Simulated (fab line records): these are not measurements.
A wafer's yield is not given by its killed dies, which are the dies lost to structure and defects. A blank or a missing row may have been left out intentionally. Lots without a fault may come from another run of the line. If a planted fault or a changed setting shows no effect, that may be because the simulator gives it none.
The tool behind it: which one? -- flow nand_harc -- 13 lots, 38 wafers sampled, at 5 steps of a route of 1302

== WHAT THE GAUGES SHOWED, per wafer ==
NHARC_A_ONON_D1_THK_MEAS_14: measures by ellipsometry. Usual: 1000 nm for thk_nm, sd 8.1.
lot,measured,on,thk_nm (nm),flag
L831,day 8 13:40,film_metro-02,992 993 993,
L832,day 9 04:22,film_metro-02,990 989 989,
L833,day 9 12:42,film_metro-01,993 993 994,
L834,day 9 19:59,film_metro-02,998 997 998,
L835,day 10 12:22,film_metro-02,1010 1013 1013,
L836,day 10 23:10,film_metro-01,999 1000 1001,
L837,day 11 04:17,film_metro-02,1008 1007 1006,
L838,day 11 21:50,film_metro-02,1003 1001 1002,
L841,day 12 16:58,film_metro-01,993 994 995,
L842,day 13 03:29,film_metro-02,1003 1001 1001,
L849,day 16 08:01,film_metro-01,999 998,
L850,day 16 11:37,film_metro-02,1011 1012 1011,
L852,day 17 12:11,film_metro-01,1017 1018 1017,

NHARC_A_ONON_D1_THK_MEAS_21: measures by ellipsometry. Usual: 1001 nm for thk_nm, sd 9.
lot,measured,on,thk_nm (nm),flag
L831,day 8 21:51,film_metro-01,994 995 995,
L832,day 9 14:05,film_metro-01,999 1001 999,
L833,day 9 21:23,film_metro-01,1014 1013 1013,
L834,day 10 04:06,film_metro-01,994 992 993,
L835,day 10 21:07,film_metro-01,994 995 994,
L836,day 11 08:39,film_metro-01,988 988 987,
L837,day 11 13:46,film_metro-02,1000 998 998,
L838,day 12 06:59,film_metro-01,997 995 993,
L841,day 13 05:15,film_metro-01,996 996 992,
L842,day 13 12:25,film_metro-02,1018 1017 1018,
L849,day 16 16:38,film_metro-01,994 995,
L850,day 16 16:39,film_metro-01,1006 1006 1008,
L852,day 17 20:32,film_metro-01,997 999 999,

NHARC_A_CHANNEL_HOLE_D1_CD_MEAS_18. Usual: 98 nm for cd_nm, sd 3.
lot,measured,on,cd_nm (nm),flag
L831,day 9 07:30,cd_sem-01,103 94 102,
L832,day 9 21:34,cd_sem-03,100 100 98,
L833,day 10 03:38,cd_sem-03,95 96 97,
L834,day 10 10:50,cd_sem-01,99 97 100,
L835,day 11 06:46,cd_sem-03,96 99 97,
L836,day 11 21:20,cd_sem-02,100 102 100,
L837,day 11 23:04,cd_sem-03,103 95 99,
L838,day 12 16:10,cd_sem-01,99 101 98,
L841,day 13 12:22,cd_sem-01,90 97 98,
L842,day 13 21:32,cd_sem-02,96 104 104,
L849,day 17 00:43,cd_sem-03,99 99,
L850,day 17 02:03,cd_sem-03,101 98 92,
L852,day 18 03:10,cd_sem-01,97 98 102,

NHARC_END_SORT_01. Usual: killed_at_array 55, standard deviation 17; killed_at_other 0.9, standard deviation 1.2; killed_at_periphery 3.7, standard deviation 2.5; killed_dies 59, standard deviation 18; killed_open 3.4, standard deviation 1.9; killed_short 2.6, standard deviation 1.6.
lot,measured,on,killed_at_array,killed_at_other,killed_at_periphery,killed_dies,killed_open,killed_short,flag
L850,day 33 10:50,prober-02,31 672 666,2 2 4,5 1 2,38 675 672,5 4 4,2 0 3,OFF

== WHICH TOOL RAN EACH LOT (tool, then ch and the chambers of the sampled wafers, then the start) ==
lot,NHARC_A_CHANNEL_HOLE_D1_ETCH_34
L831,"rie_diel-07 ch 0,1,3, day 9 06:50"
L832,"rie_diel-03 ch 1,3, day 9 20:53"
L833,"rie_diel-07 ch 0,3, day 10 02:58"
L834,"rie_diel-03 ch 0,1,3, day 10 10:10"
L835,"rie_diel-03 ch 1,2, day 11 06:05"
L836,"rie_diel-03 ch 1,2,3, day 11 20:40"
L837,"rie_diel-03 ch 0,3, day 11 22:17"
L838,"rie_diel-03 ch 0,1,3, day 12 15:29"
L841,"rie_diel-01 ch 0,1,2, day 13 11:41"
L842,"rie_diel-03 ch 0,1,2, day 13 20:52"
L849,"rie_diel-03 ch 1,3, day 17 00:04"
L850,"rie_diel-03 ch 0,2, day 17 01:23"
L852,"rie_diel-07 ch 0,1,3, day 18 02:29"
- NHARC_A_CHANNEL_HOLE_D1_ETCH_34: etches the open film in CF4/CHF3, target depth 154 nm, time 77 s.

== WHAT THE TOOLS THEMSELVES READ (means of the sampled wafers that have a number; where no wafer has one, the mark that the record gives instead) ==
NHARC_A_CHANNEL_HOLE_D1_ETCH_34. Usual: cf4_flow_sccm 100.0 sccm, standard deviation 0.3; drypump_motor_current_A 6.0 A, standard deviation 0.48; oes_product_au 0.941 a.u., standard deviation 0.025; rf_vpp_V 370.1 V, standard deviation 1.9; showerhead_plenum_p_Torr 1.56 Torr, standard deviation 0.051; throttle_valve_pct 16.802 %, standard deviation 0.0089.
lot,tool,cf4_flow_sccm (sccm),drypump_motor_current_A (A),oes_product_au (a.u.),rf_vpp_V (V),showerhead_plenum_p_Torr (Torr),throttle_valve_pct (%),flag
L831,rie_diel-07,100.0,5.6,0.968,372.5,1.62,16.800,
L832,rie_diel-03,100.0,6.3,0.913,371.0,1.59,16.794,
L833,rie_diel-07,100.0,5.2,0.960,371.0,1.60,16.798,
L834,rie_diel-03,100.0,6.2,0.957,369.9,1.56,16.802,
L835,rie_diel-03,100.2,6.4,0.923,370.0,1.56,16.810,
L836,rie_diel-03,99.9,6.2,0.927,369.5,1.55,16.808,
L837,rie_diel-03,100.1,5.9,0.920,369.1,1.52,16.806,
L838,rie_diel-03,100.0,6.2,0.971,369.8,1.56,16.800,
L841,rie_diel-01,100.2,5.4,0.957,369.4,1.56,16.801,
L842,rie_diel-03,100.0,6.1,0.969,369.3,1.53,16.805,
L849,rie_diel-03,99.9,6.4,0.952,369.8,1.58,16.791,
L850,rie_diel-03,100.0,5.8,0.864,367.3,1.49,16.795,OFF
L852,rie_diel-07,100.1,5.6,0.976,372.4,1.60,16.802,

== THE ANSWER, worked out from the rows above alone ==
Rule: a lot is off if the mean of its wafers that have a number lies more than 3 standard deviations from the usual mean. Also off: a lot with no number at a reading for which 4 or more lots have one. Any other lot the step has rows for is counted as sound. The gauges are gone through in route order, then the tools' own readings, and for those a lot's mean is taken as printed above. At the first step where some lot is off, the reading lying furthest off is the one used; lots without a number count as furthest.
Off, at NHARC_END_SORT_01 on killed_at_array: L850. Neither off nor sound, because the step has no rows for them: L831, L832, L833, L834, L835, L836, L837, L838, L841, L842, L849, L852.
If a tool, at a process step before that reading, ran all the lots that are off and no sound lot after the first of them, it fits. Not tried: the gauges at NHARC_END_SORT_01; whatever is off there is also off at NHARC_A_CHANNEL_HOLE_D1_ETCH_34, on other tools, and gauge error can't account for it. One fits: rie_diel-03 at NHARC_A_CHANNEL_HOLE_D1_ETCH_34. It ran no sound lot before its first lot that is off in this sample, so the start can't be narrowed down.

== WHAT THE SIMULATOR HAD INSERTED ==
rie_diel-03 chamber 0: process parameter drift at NHARC_A_CHANNEL_HOLE_D1_ETCH_34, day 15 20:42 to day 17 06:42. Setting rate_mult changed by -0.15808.
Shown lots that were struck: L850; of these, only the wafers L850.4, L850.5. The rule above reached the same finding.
